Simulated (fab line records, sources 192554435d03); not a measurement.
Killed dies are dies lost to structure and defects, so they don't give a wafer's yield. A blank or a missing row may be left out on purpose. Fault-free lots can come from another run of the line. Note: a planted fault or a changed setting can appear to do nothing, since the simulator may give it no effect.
A struck lot beside a sound one	flow n5Finfet	37 steps out of a route of 1938
Sound: the wafers L369.2, L369.5, L369.6. Wafers L377.1, L377.2 were the ones struck. Last of all comes the cause.
Each step with rows lists, per side, the tool, then ch with its chambers, then its first start. Under that, the readings that differ: sound wafers	struck wafers	difference of the means	sigmas: that difference in standard deviations of wafers without a fault.
alike: same words and numbers on both sides, and readings whose means sit less than 2 such deviations apart. not compared: any withheld reading, any reading some wafer has no value for, any bound like >300 that may hide the same value, and any number with overlapping values for which the record gives no deviation.
A row with sigmas, a row that says differs or no value, or rows on one side alone: a step with any of these is where the two part. Numbers that have no deviation but don't overlap get no sigmas and don't part them. Lack of a reading on every wafer of one side parts them only where that side has two or more wafers.

first, 9 steps without rows for these wafers: N5_MOL_CONTACT_COAG_COAT_02 (resist thk 30 nm); N5_MOL_CONTACT_COAG_EBR_04; N5_MOL_CONTACT_COAG_SOFTBAKE_03 (time 60 s); N5_MOL_CONTACT_COAG_EXPOSE_05 (exposes mask CA, defocus 0 nm); N5_MOL_CONTACT_COAG_PEB_06 (peb time 60 s); N5_MOL_CONTACT_COAG_DEVELOP_07 (develop time 30 s); N5_MOL_CONTACT_COAG_DESCUM_13 (chemistry O2, time 7 s); N5_MOL_CONTACT_COAG_ETCH_59 (etches underlayer in N2/H2, target depth 13 nm, time 10.4 s); N5_MOL_CONTACT_COAG_ETCH_105 (etches SiARC in CF4, target depth 15.6 nm, time 26 s).
N5_MOL_CONTACT_COAG_ETCH_106: etches SOC in N2/H2, target depth 80 nm, overetch 16 nm, time 120 s.
  sound on rieDiel-01 ch 2,3, day 5 02:16; struck on rieDiel-01 ch 1,3, day 7 04:50
reading	sound	struck	difference	sigmas
model.SiARC_of_MOL_CONTACT_COAG_COAT_104.thkNm (nm)	6.6 6.2 6.6	7.4 7.2	+0.8	
model.MOL_CONTACT_COAG.cdOffsetNm (nm)	0 0 0.2	-0.6 -0.4	-0.6	
  alike: drypumpMotorCurrentA, oesProductAu, rfVppV, showerheadPlenumPTorr, throttleValvePct
  not compared: rfHoursCounterH
then, 5 steps without rows for these wafers: N5_MOL_CONTACT_COAG_STRIP_107 (strips in N2/H2); N5_MOL_CONTACT_COAG_STRIP_108 (strips in N2/H2); N5_MOL_CONTACT_COAG_CONTACT_ETCH_14 (etches SiO2 in C4F6/O2, target depth 27.5 nm, overetch 8.5 nm, time 20 s); N5_MOL_CONTACT_COAG_STRIP_109 (strips in C4F6/O2); N5_MOL_CONTACT_COAG_ETCH_15 (etches SiNx in CH3F/O2, stops on Si:P, target depth 7 nm).
N5_MOL_CONTACT_COAG_ETCH_110: etches Si in CF4/O2, target depth 2.5 nm, time 8 s.
  sound on rieDiel-01 ch 2,3, day 5 02:27; struck on rieDiel-01 ch 1,3, day 7 05:02
reading	sound	struck	difference	sigmas
model.MOL_CONTACT_COAG.cdOffsetNm (nm)	0.2 0.2 0	-0.4 -0.2	-0.4	
  alike: drypumpMotorCurrentA, oes_o_777_au, oesProductAu, rfVppV, showerheadPlenumPTorr, throttleValvePct
  not compared: rfHoursCounterH
then, 19 steps without rows for these wafers: N5_MOL_CONTACT_COAG_STRIP_98 (strips in N2/H2); N5_MOL_CONTACT_COAG_IMPLANT_129; N5_MOL_CONTACT_COAG_PRECLEAN_111 (cleans in NF3:NH3, afs cycles 1, time 20 s, sublimation time 60 s); N5_MOL_CONTACT_COAG_TI_SIL_19 (material Ti, target thk 4.2 nm, time 15 s); N5_MOL_CONTACT_COAG_ALD_20 (deposits TiN, target thk 1.5 nm, pulse time 1 s, purge time 3 s); N5_MOL_CONTACT_COAG_SIL_ANNEAL_21 (time 60 s); N5_MOL_CONTACT_COAG_PRE_CLEAN_141 (time 60 s); N5_MOL_CONTACT_COAG_SPUTTER_143 (material Co, target thk 2.5 nm); N5_MOL_CONTACT_COAG_CO_FILL_22 (material Co, precursor CCTBA/H2, target thk 20 nm); N5_MOL_CONTACT_COAG_ANNEAL_113 (time 300 s); N5_MOL_CONTACT_COAG_PRE_CLEAN_142 (time 60 s); N5_MOL_CONTACT_COAG_SPUTTER_130 (material Co, target thk 47.5 nm); N5_MOL_CONTACT_COAG_PRECLEAN_125 (cleans in DIW, time 57.5 s); N5_MOL_CONTACT_COAG_SRD_126 (dry time 32 s); N5_MOL_CONTACT_COAG_CMP_23 (polishes, stops on SiO2, t overpolish 1.5 s, target thk 0 nm); N5_MOL_CONTACT_COAG_WET_ETCH_26 (target Co, target depth 13 nm); N5_MOL_CONTACT_COAG_WET_ETCH_116 (etches the open film in SC1-inhibited, target depth 4.6 nm, rinse time 30 s); N5_MOL_CONTACT_COAG_ALD_27 (deposits SiOC, target thk 17 nm, pulse time 1.5 s, time 2720 s); N5_MOL_CONTACT_COAG_CMP_28 (polishes, stops on SiNx, t overpolish 0.85 s, target thk 14.522 nm).
-- record jumps: 4 days separate the struck wafers' starts on either side; left off in module MOL_CONTACT_COAG, taken up again in module BEOL_M4, whose first shown step is the route's number 1111 --
N5_BEOL_M4_RC_MEAS_101:
  sound on prober-02 ch 0, day 9 08:26; struck on prober-02 ch 0, day 11 14:23
reading	sound	struck	difference	sigmas
RC_DENSE_N (ohm.um)	18.5 18.7 18.7	20.1 19.7	+1.3	+4
RC_DENSE_P (ohm.um)	23.4 23.6 23.2	25.0 24.5	+1.4	+3
RC_N (ohm.um)	15.11 15.18 15.13	16.31 15.85	+0.94	+4
RC_P (ohm.um)	19.0 19.1 19.1	20.3 20.2	+1.2	+4
  alike: DIBL_N, DIBL_P, IOFF_N, IOFF_P, ION_N, ION_P, SS_N, SS_P, VT_N, VT_P
-- a jump in the record: the struck wafers' starts before and after are 4 days apart (it breaks off in module BEOL_M4 and resumes in module PASSIVATION, where the first step shown is number 1936 of the route) --
N5_PASSIVATION_PROBE_49:
  only the struck wafers here have rows in the record (prober-02, day 15 22:15); the sound ones have none

WHERE THEY PART
Earliest at N5_BEOL_M4_RC_MEAS_101; latest, in this record, at N5_PASSIVATION_PROBE_49.

WHY: what had been put in by the simulator
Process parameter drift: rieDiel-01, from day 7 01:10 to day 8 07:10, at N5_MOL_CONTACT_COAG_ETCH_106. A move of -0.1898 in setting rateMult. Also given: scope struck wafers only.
